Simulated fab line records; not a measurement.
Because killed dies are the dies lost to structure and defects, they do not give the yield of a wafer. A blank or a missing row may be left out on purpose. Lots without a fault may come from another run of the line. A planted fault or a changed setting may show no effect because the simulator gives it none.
fab line records	flow n5_finfet	part 1 of 2: steps 1 to 4 of 6
[record] lots = 21	wafers = 63	last_day = 19
route steps=1938 shown BEOL_M7@1277 BEOL_M8@1349
lots with no fault: from the same line, run without faults
start_h: hours from the record's opening day to when the first of the lot's shown wafers began	wait_h: hours from the lot's prior step to this one	" unchanged from the row above	L1.1+2: a row that stands for several wafers	- value missing, or start not given	* or withheld: withheld	< > ~ a bound
route shown NAME@n: NAME is a module with steps in the file, n the number in the route of the first one	usual: average and standard deviation across the fault-free wafers	same: alike in all rows	chamber/n: place in a boat	sites: the reading at each site	_std_site: standard deviation across them	_edge_site: the outer-site mean with the inner-site mean subtracted	radius_mm: how far each site lies from the wafer's centre	mask NAME#n: copy n	behind: the most recent tool/chamber to have shaped the wafer	hold: cause of the lot's hold/its duration in hours/its outcome	device: the n, p or np transistor that did not switch	end of line: tests run on the same wafers once the route is complete	a step given without rows: its recipe and nothing more	killed: at the first sort, the dies lost to defects and structure; wafer yield is something else	map: a wafer's dies, marking killed ones x, the rest . and places with no die _
set.NAME: the setting the step ran with; set.NAME@STEP: the setting that earlier step ran with	model.NAME: the simulator's own value behind a step, which no gauge read
a sample of lots followed through the steps of the route, with each step as a table and each wafer as a row
services: when a tool's chamber went out of use (start_h, in hours from the record's first day, below 0 if earlier), for how many hours, and the reason
[[steps]]
[step N5_BEOL_M7_OVL_MEAS_12]
[recipe] points_per_wafer = 44
[usual] M7_OVL = -0.6/0.78
lot.wafer	tool	chamber	start_h	wait_h	M7_OVL[nm]
L076.2	overlay-02	0	227.46	0.0	0.0
L076.3	"	0	"	"	-1.2
L076.6	"	0	"	"	0.0
L074.1	overlay-02	0	231.89	0.0	-1.6
L074.3	"	0	"	"	-1.1
L074.5	"	0	"	"	-0.7
L075.1	overlay-01	0	234.44	0.0	-0.8
L075.4	"	0	"	"	-1.0
L075.6	"	0	"	"	-1.0
L078.1	overlay-02	0	256.11	0.0	-1.3
L078.3	"	0	"	"	-0.3
L078.6	"	0	"	"	-0.4
L080.1	overlay-01	0	256.29	0.0	0.0
L080.3	"	0	"	"	0.9
L080.4	"	0	"	"	-1.1
L079.2	overlay-02	0	260.74	0.0	-0.7
L079.3	"	0	"	"	-0.2
L079.5	"	0	"	"	-0.3
L082.1	overlay-01	0	267.27	0.0	-1.1
L082.3	"	0	"	"	-0.3
L082.6	"	0	"	"	-2.0
L083.1	overlay-02	0	284.51	0.0	-0.7
L083.2	"	0	"	"	0.7
L083.3	"	0	"	"	-0.7
L084.3	overlay-02	0	287.89	0.0	-0.6
L084.4	"	0	"	"	-1.5
L084.6	"	0	"	"	-0.2
L086.1	overlay-02	0	296.66	0.0	0.9
L086.4	"	0	"	"	1.0
L086.5	"	0	"	"	-0.2
L087.1	overlay-02	0	299.41	0.0	-1.0
L087.4	"	0	"	"	-0.4
L087.5	"	0	"	"	0.2
L085.3	overlay-01	0	299.58	0.0	1.1
L085.5	"	0	"	"	-0.3
L085.6	"	0	"	"	-0.6
L091.1	overlay-02	0	330.14	0.0	0.5
L091.4	"	0	"	"	-0.3
L091.6	"	0	"	"	-0.5
L090.1	overlay-02	0	330.78	0.0	-0.4
L090.3	"	0	"	"	-1.4
L090.6	"	0	"	"	-0.2
L088.3	overlay-01	0	331.70	0.0	-1.6
L088.5	"	0	"	"	-0.2
L088.6	"	0	"	"	-0.4
L092.2	overlay-01	0	336.02	0.0	-1.1
L092.3	"	0	"	"	-0.9
L092.6	"	0	"	"	0.1
L094.3	overlay-01	0	336.68	0.0	-1.9
L094.5	"	0	"	"	-0.9
L094.6	"	0	"	"	-1.1
L093.1	overlay-02	0	342.75	0.0	-1.2
L093.3	"	0	"	"	-0.7
L093.5	"	0	"	"	-1.2
L095.2	overlay-02	0	358.63	0.0	0.0
L095.4	"	0	"	"	-0.5
L095.5	"	0	"	"	0.2
L096.3	overlay-02	0	361.15	0.0	-1.0
L096.4	"	0	"	"	-1.2
L096.5	"	0	"	"	-1.0
L097.1	overlay-01	0	365.27	0.0	-2.6
L097.3	"	0	"	"	-1.4
L097.4	"	0	"	"	-0.8
[step N5_BEOL_M7_TRENCH_ETCH_37]
[recipe] chemistry = C4F6/O2	target_depth_a = 934.78	target = SiCOH_lowk	time_s = 31.2	ion_energy_ev = 250	pressure_mtorr = 30	source_w = 345	bias_w = 185	Ar_flow_sccm = 300	C4F6_flow_sccm = 10	O2_flow_sccm = 10
[usual] drypump_motor_current_A = 5.8/0.37	oes_product_au = 0.81/0.098	rf_vpp_V = 669/11	showerhead_plenum_p_Torr = 2.88/0.078	throttle_valve_pct = 20.94/0.2
lot.wafer	tool	chamber	start_h	wait_h	drypump_motor_current_A	oes_product_au	rf_hours_counter_h	rf_vpp_V	showerhead_plenum_p_Torr	throttle_valve_pct
L076.2	rie_diel-02	2	-	-	6.2	0.67	227	669	2.80	20.78
L076.3	"	1	"	"	5.7	0.91	20	674	2.93	20.83
L076.6	"	1	"	"	5.7	0.91	-	676	2.93	20.85
L074.1	rie_diel-01	1	-	-	5.8	0.95	4	640	2.93	21.02
L074.3	"	2	"	"	5.9	0.96	17	670	3.00	20.73
L074.5	"	0	"	"	6.3	0.84	-	684	2.89	21.22
L075.1	rie_diel-02	2	-	-	6.2	0.67	229	670	2.80	20.78
L075.4	"	1	"	"	5.7	0.91	21	674	2.93	20.84
L075.6	"	0	"	"	5.5	0.73	-	672	2.93	21.30
L078.1	rie_diel-02	1	-	-	5.7	0.90	27	675	2.92	20.85
L078.3	"	3	"	"	6.3	0.86	52	653	2.99	20.79
L078.6	"	3	"	"	6.3	0.86	-	652	2.99	20.78
L080.1	rie_diel-05	0	-	-	6.1	0.68	235	668	2.93	21.11
L080.3	"	2	"	"	5.0	0.72	198	665	2.73	20.91
L080.4	"	0	"	"	6.1	0.68	-	667	2.93	21.10
L079.2	rie_diel-05	0	-	-	6.1	0.68	236	667	2.93	21.10
L079.3	"	1	"	"	6.0	0.75	161	686	2.82	20.91
L079.5	"	0	"	"	6.1	0.69	-	668	2.93	21.12
L082.1	rie_diel-02	1	-	-	5.7	0.88	31	673	2.92	20.85
L082.3	"	2	"	"	6.2	0.67	240	668	2.80	20.80
L082.6	"	0	"	"	5.5	0.72	-	671	2.92	21.34
L083.1	rie_diel-05	3	-	-	5.8	0.95	8	675	2.90	20.80
L083.2	"	1	"	"	6.1	0.74	169	686	2.82	20.91
L083.3	"	0	"	"	6.1	0.67	244	668	2.92	21.11
L084.3	rie_diel-01	2	-	-	5.8	0.93	37	671	2.99	20.75
L084.4	"	3	"	"	5.9	0.82	91	672	2.88	21.05
L084.6	"	3	"	"	5.8	0.83	-	673	2.88	21.04
L086.1	rie_diel-02	2	-	-	6.2	0.66	247	668	2.79	20.80
L086.4	"	1	"	"	5.7	0.87	39	674	2.92	20.86
L086.5	"	0	"	"	5.5	0.71	-	668	2.92	21.32
L087.1	rie_diel-01	3	-	-	5.9	0.82	94	675	2.87	21.04
L087.4	"	0	"	"	6.4	0.81	94	686	2.88	21.24
L087.5	"	2	"	"	5.8	0.91	-	669	2.99	20.75
L085.3	rie_diel-02	0	-	-	5.4	0.72	198	673	2.92	21.34
L085.5	"	0	"	"	5.4	0.72	-	671	2.92	21.33
L085.6	"	1	"	"	5.7	0.87	-	674	2.92	20.86
L091.1	rie_diel-05	1	-	-	6.0	0.72	184	684	2.81	20.95
L091.4	"	2	"	"	5.1	0.70	222	666	2.72	20.96
L091.6	"	2	"	"	5.0	0.72	-	666	2.72	20.96
L090.1	rie_diel-05	2	-	-	5.0	0.71	222	666	2.72	20.97
L090.3	"	0	"	"	6.1	1.00	0	668	2.92	20.77
L090.6	"	0	"	"	6.1	1.00	-	667	2.92	20.81
L088.3	rie_diel-05	2	-	-	5.0	0.71	223	666	2.72	20.95
L088.5	"	0	"	"	6.1	1.00	-	668	2.92	20.80
L088.6	"	3	"	"	5.8	0.91	-	675	2.89	20.83
L092.2	rie_diel-02	1	-	-	5.7	0.84	52	674	2.91	20.89
L092.3	"	0	"	"	5.5	0.71	211	670	2.91	21.34
L092.6	"	0	"	"	5.5	0.71	-	672	2.91	21.34
L094.3	rie_diel-01	2	-	-	5.8	0.90	49	669	2.99	20.76
L094.5	"	0	"	"	6.3	0.80	-	685	2.87	21.26
L094.6	"	1	"	"	5.8	0.86	-	637	2.92	21.04
L093.1	rie_diel-05	3	-	-	5.8	0.89	28	675	2.89	20.82
L093.3	"	2	"	"	5.0	0.71	227	665	2.72	20.95
L093.5	"	2	"	"	5.0	0.71	-	666	2.72	20.96
L095.2	rie_diel-02	1	-	-	5.7	0.84	58	674	2.91	20.89
L095.4	"	0	"	"	5.5	0.70	217	672	2.91	21.37
L095.5	"	2	"	"	6.2	0.92	-	669	2.79	20.47
L096.3	rie_diel-02	0	-	-	5.5	0.71	218	672	2.91	21.36
L096.4	"	3	"	"	6.2	0.83	83	653	2.97	20.82
L096.5	"	1	"	"	5.7	0.85	-	674	2.91	20.90
L097.1	rie_diel-05	2	-	-	5.0	0.70	232	666	2.72	20.96
L097.3	"	3	"	"	5.8	0.88	34	673	2.89	20.82
L097.4	"	1	"	"	6.1	0.71	195	686	2.81	20.95
[step N5_BEOL_M8_ETCH_61]
[recipe] chemistry = CF4	target = SiARC	target_depth_a = 455	mask_material = CAR-ArF	time_s = 75.8	ion_energy_ev = 80	pressure_mtorr = 40	source_w = 545	bias_w = 36	Ar_flow_sccm = 100	cf4_flow_sccm = 100	ends = cleared
[usual] drypump_motor_current_A = 5.6/0.5	etch_rf_on_time_s = 75.6/1.9	oes_product_au = 0.69/0.071	rf_vpp_V = 184.1/1.2	showerhead_plenum_p_Torr = 2.15/0.081	throttle_valve_pct = 15.62/0.18
lot.wafer	tool	chamber	start_h	wait_h	drypump_motor_current_A	etch_rf_on_time_s	oes_product_au	rf_hours_counter_h	rf_vpp_V	showerhead_plenum_p_Torr	throttle_valve_pct
L076.2	rie_diel-06	0	235.23	0.0	5.3	75.6	0.75	37	185.3	2.17	15.48
L076.3	"	3	"	"	4.9	73.5	0.78	45	185.2	2.27	15.78
L076.6	"	2	"	"	5.3	72.4	0.84	-	183.9	2.19	15.39
L074.1	rie_diel-04	0	238.98	0.0	5.0	75.4	0.69	111	182.7	2.07	15.62
L074.3	"	2	"	"	6.8	77.6	0.57	235	184.1	2.11	16.10
L074.5	"	3	"	"	5.8	76.7	0.59	-	184.2	2.13	15.61
L075.1	rie_diel-04	2	241.59	0.0	6.7	78.3	0.56	235	183.5	2.11	16.08
L075.4	"	3	"	"	5.8	76.5	0.58	207	182.4	2.13	15.60
L075.6	"	0	"	"	4.9	76.0	0.68	-	184.0	2.07	15.64
L078.1	rie_diel-03	1	264.68	0.0	6.3	76.1	0.66	129	185.0	2.15	15.38
L078.3	"	0	"	"	5.1	78.1	0.64	137	185.9	2.23	15.72
L078.6	"	2	"	"	5.6	78.6	0.67	-	183.5	2.07	15.71
L080.1	rie_diel-04	3	267.74	0.0	5.8	77.0	0.58	219	183.4	2.13	15.62
L080.3	"	1	"	"	5.7	76.3	0.63	204	183.3	2.04	15.43
L080.4	"	0	"	"	4.9	77.3	0.67	121	185.2	2.07	15.65
L079.2	rie_diel-06	2	267.79	0.0	5.4	72.6	0.80	13	185.1	2.18	15.39
L079.3	"	1	"	"	5.9	73.2	0.74	68	184.5	2.27	15.55
L079.5	"	2	"	"	5.4	73.2	0.79	-	183.5	2.18	15.41
L082.1	rie_diel-06	2	276.64	0.0	5.4	73.5	0.78	16	184.3	2.18	15.41
L082.3	"	1	"	"	5.9	74.2	0.74	71	186.4	2.27	15.56
L082.6	"	0	"	"	5.3	76.1	0.73	-	183.4	2.17	15.52
L083.1	rie_diel-04	1	293.04	0.0	5.7	75.8	0.62	215	181.4	2.04	15.44
L083.2	"	0	"	"	4.9	76.9	0.67	133	183.2	2.06	15.67
L083.3	"	3	"	"	5.8	77.2	0.58	229	183.3	2.13	15.66
L084.3	rie_diel-06	1	296.35	0.0	5.9	74.2	0.73	77	185.9	2.27	15.57
L084.4	"	0	"	"	5.3	75.9	0.72	58	183.9	2.17	15.54
L084.6	"	2	"	"	5.3	73.3	0.78	-	184.5	2.18	15.42
L086.1	rie_diel-03	1	305.84	0.0	6.3	76.8	0.65	140	184.1	2.15	15.42
L086.4	"	2	"	"	5.6	79.1	0.67	116	183.8	2.06	15.74
L086.5	"	2	"	"	5.6	78.5	0.67	-	182.4	2.06	15.76
L087.1	rie_diel-03	1	307.28	0.0	6.3	76.2	0.65	141	184.2	2.15	15.40
L087.4	"	2	"	"	5.6	78.5	0.66	117	182.7	2.06	15.73
L087.5	"	3	"	"	5.7	76.1	0.66	-	184.0	2.06	15.46
L085.3	rie_diel-04	0	307.40	0.0	4.9	76.6	0.66	140	182.2	2.06	15.69
L085.5	"	0	"	"	5.0	76.2	0.66	-	183.1	2.06	15.68
L085.6	"	3	"	"	5.8	76.5	0.57	-	183.3	2.12	15.67
L091.1	rie_diel-03	1	336.85	0.0	6.3	76.2	0.64	149	182.1	2.15	15.43
L091.4	"	0	"	"	5.1	76.0	0.63	154	186.0	2.22	15.77
L091.6	"	0	"	"	5.1	76.5	0.64	-	185.7	2.22	15.75
L090.1	rie_diel-06	1	338.16	0.0	5.9	73.4	0.72	90	184.2	2.26	15.60
L090.3	"	2	"	"	5.3	72.3	0.76	35	185.1	2.18	15.47
L090.6	"	3	"	"	5.0	73.6	0.74	-	184.4	2.26	15.87
L088.3	rie_diel-06	2	341.36	0.0	5.4	72.8	0.75	37	184.8	2.18	15.46
L088.5	"	3	"	"	5.0	72.8	0.73	-	185.4	2.26	15.84
L088.6	"	2	"	"	5.4	72.3	0.76	-	183.2	2.18	15.46
L092.2	rie_diel-06	1	343.91	0.0	5.9	73.7	0.71	93	185.2	2.26	15.60
L092.3	"	2	"	"	5.4	72.4	0.76	38	185.5	2.17	15.45
L092.6	"	0	"	"	5.3	76.2	0.70	-	184.7	2.16	15.57
L094.3	rie_diel-06	2	351.68	0.0	5.4	72.9	0.75	41	185.2	2.17	15.48
L094.5	"	2	"	"	5.4	73.3	0.75	-	185.6	2.17	15.46
L094.6	"	1	"	"	5.9	73.6	0.71	-	183.9	2.26	15.61
L093.1	rie_diel-04	0	351.98	0.0	5.0	77.6	0.65	155	183.1	2.05	15.72
L093.3	"	2	"	"	6.8	77.4	0.80	13	184.7	2.10	15.64
L093.5	"	2	"	"	6.8	77.0	0.79	-	183.6	2.10	15.64
L095.2	rie_diel-03	0	367.03	0.0	5.2	75.9	0.63	166	183.3	2.22	15.77
L095.4	"	2	"	"	5.6	78.5	0.65	143	182.6	2.05	15.81
L095.5	"	0	"	"	5.2	75.9	0.64	-	184.8	2.22	15.78
L096.3	rie_diel-03	1	370.81	0.0	6.2	77.5	0.63	162	184.5	2.14	15.46
L096.4	"	0	"	"	5.1	76.7	0.62	167	187.2	2.22	15.79
L096.5	"	2	"	"	5.6	79.5	0.64	-	183.6	2.05	15.78
L097.1	rie_diel-04	0	372.67	0.0	4.9	76.7	0.64	163	182.7	2.05	15.73
L097.3	"	3	"	"	5.8	74.9	0.80	5	183.4	2.12	15.22
L097.4	"	1	"	"	5.7	75.3	0.60	245	183.4	2.03	15.51
[step N5_BEOL_M8_STRIP_67]
[recipe] chemistry = CF4	resist = SiARC	power_w = 300	bias_power_w = 75	pressure_mtorr = 50	cf4_flow_sccm = 150	rf_frequency_hz = 6e+07
[usual] drypump_motor_current_A = 5.6/0.5	oes_product_au = 0.80/0.075	power_w = 300.1/1	rf_vpp_V = 271.2/1.6	showerhead_plenum_p_Torr = 1.80/0.069	throttle_valve_pct = 13.58/0.17
lot.wafer	tool	chamber	start_h	wait_h	drypump_motor_current_A	oes_product_au	power_w	rf_hours_counter_h	rf_vpp_V	showerhead_plenum_p_Torr	throttle_valve_pct
L076.2	rie_diel-06	0	235.43	0.0	5.3	0.88	300.5	37	270.8	1.83	13.48
L076.3	"	3	"	"	5.0	0.89	298.8	45	271.5	1.90	13.71
L076.6	"	2	"	"	5.4	0.96	298.8	-	273.2	1.83	13.33
L074.1	rie_diel-04	0	239.19	0.0	4.9	0.80	300.2	111	271.3	1.72	13.54
L074.3	"	2	"	"	6.8	0.67	301.5	235	271.6	1.76	14.03
L074.5	"	3	"	"	5.8	0.69	297.4	-	269.1	1.78	13.59
L075.1	rie_diel-04	2	241.79	0.0	6.8	0.67	300.9	235	272.1	1.76	14.06
L075.4	"	3	"	"	5.8	0.69	299.6	208	270.8	1.78	13.56
L075.6	"	0	"	"	4.9	0.80	300.1	-	268.7	1.72	13.54
L078.1	rie_diel-03	1	264.88	0.0	6.3	0.77	300.3	129	270.8	1.80	13.33
L078.3	"	0	"	"	5.2	0.76	300.8	137	273.1	1.87	13.69
L078.6	"	2	"	"	5.6	0.81	299.4	-	270.2	1.73	13.70
L080.1	rie_diel-04	3	267.94	0.0	5.8	0.69	299.4	219	269.9	1.77	13.62
L080.3	"	1	"	"	5.7	0.73	302.6	204	272.1	1.72	13.49
L080.4	"	0	"	"	4.9	0.79	299.7	121	270.0	1.72	13.56
L079.2	rie_diel-06	2	267.99	0.0	5.3	0.92	300.1	13	270.3	1.83	13.37
L079.3	"	1	"	"	5.9	0.86	301.8	68	273.5	1.91	13.52
L079.5	"	2	"	"	5.4	0.92	299.5	-	272.0	1.83	13.35
L082.1	rie_diel-06	2	276.84	0.0	5.4	0.90	299.3	16	271.2	1.83	13.34
L082.3	"	1	"	"	5.9	0.85	301.0	71	272.3	1.90	13.53
L082.6	"	0	"	"	5.3	0.85	299.2	-	271.0	1.83	13.52
L083.1	rie_diel-04	1	293.24	0.0	5.7	0.72	298.8	215	269.3	1.72	13.50
L083.2	"	0	"	"	4.9	0.78	299.2	133	270.9	1.72	13.61
L083.3	"	3	"	"	5.8	0.68	300.1	230	271.3	1.77	13.63
L084.3	rie_diel-06	1	296.55	0.0	5.9	0.85	298.8	77	272.2	1.90	13.52
L084.4	"	0	"	"	5.3	0.85	299.0	58	271.5	1.83	13.54
L084.6	"	2	"	"	5.4	0.89	299.0	-	271.3	1.83	13.39
L086.1	rie_diel-03	1	306.05	0.0	6.3	0.76	299.6	140	270.5	1.79	13.37
L086.4	"	2	"	"	5.6	0.79	298.9	117	271.0	1.73	13.70
L086.5	"	2	"	"	5.6	0.79	299.7	-	270.2	1.73	13.73
L087.1	rie_diel-03	1	307.48	0.0	6.3	0.76	298.7	141	270.4	1.79	13.37
L087.4	"	2	"	"	5.6	0.79	300.4	117	271.0	1.73	13.71
L087.5	"	3	"	"	5.7	0.77	299.4	-	268.4	1.72	13.40
L085.3	rie_diel-04	0	307.60	0.0	4.9	0.77	301.8	140	270.6	1.71	13.61
L085.5	"	0	"	"	4.9	0.77	300.9	-	269.7	1.71	13.61
L085.6	"	3	"	"	5.8	0.68	301.0	-	270.0	1.77	13.66
L091.1	rie_diel-03	1	337.05	0.0	6.2	0.76	298.5	149	270.1	1.79	13.39
L091.4	"	0	"	"	5.2	0.74	300.4	155	272.3	1.86	13.72
L091.6	"	0	"	"	5.2	0.75	299.8	-	272.0	1.86	13.73
L090.1	rie_diel-06	1	338.36	0.0	5.9	0.83	300.4	90	272.1	1.90	13.57
L090.3	"	2	"	"	5.3	0.87	301.2	35	271.6	1.83	13.41
L090.6	"	3	"	"	5.0	0.85	300.4	-	273.0	1.88	13.76
L088.3	rie_diel-06	2	341.56	0.0	5.4	0.87	300.3	37	272.8	1.82	13.40
L088.5	"	3	"	"	4.9	0.85	297.8	-	271.9	1.89	13.77
L088.6	"	2	"	"	5.4	0.86	300.0	-	270.9	1.82	13.40
L092.2	rie_diel-06	1	344.11	0.0	5.9	0.82	300.3	93	271.1	1.90	13.59
L092.3	"	2	"	"	5.3	0.86	298.3	38	272.5	1.82	13.40
L092.6	"	0	"	"	5.2	0.83	300.8	-	270.9	1.82	13.58
L094.3	rie_diel-06	2	351.88	0.0	5.3	0.86	300.7	41	271.9	1.82	13.42
L094.5	"	2	"	"	5.3	0.86	300.3	-	271.0	1.82	13.42
L094.6	"	1	"	"	5.9	0.82	298.5	-	273.2	1.90	13.59
L093.1	rie_diel-04	0	352.18	0.0	5.0	0.76	299.3	155	271.1	1.71	13.64
L093.3	"	2	"	"	6.8	0.93	300.5	14	271.6	1.75	13.53
L093.5	"	2	"	"	6.8	0.93	301.1	-	270.7	1.75	13.52
L095.2	rie_diel-03	0	367.23	0.0	5.2	0.74	300.3	166	272.1	1.86	13.76
L095.4	"	2	"	"	5.6	0.77	300.6	143	269.3	1.72	13.78
L095.5	"	0	"	"	5.1	0.73	300.0	-	270.3	1.86	13.78
L096.3	rie_diel-03	1	371.01	0.0	6.3	0.74	301.2	162	268.4	1.79	13.41
L096.4	"	0	"	"	5.1	0.74	299.5	167	273.5	1.86	13.76
L096.5	"	2	"	"	5.6	0.77	298.4	-	269.0	1.72	13.79
L097.1	rie_diel-04	0	372.87	0.0	5.0	0.75	299.0	163	269.6	1.71	13.66
L097.3	"	3	"	"	5.8	0.94	300.8	5	271.0	1.76	13.14
L097.4	"	1	"	"	5.7	0.71	301.1	245	270.5	1.71	13.60
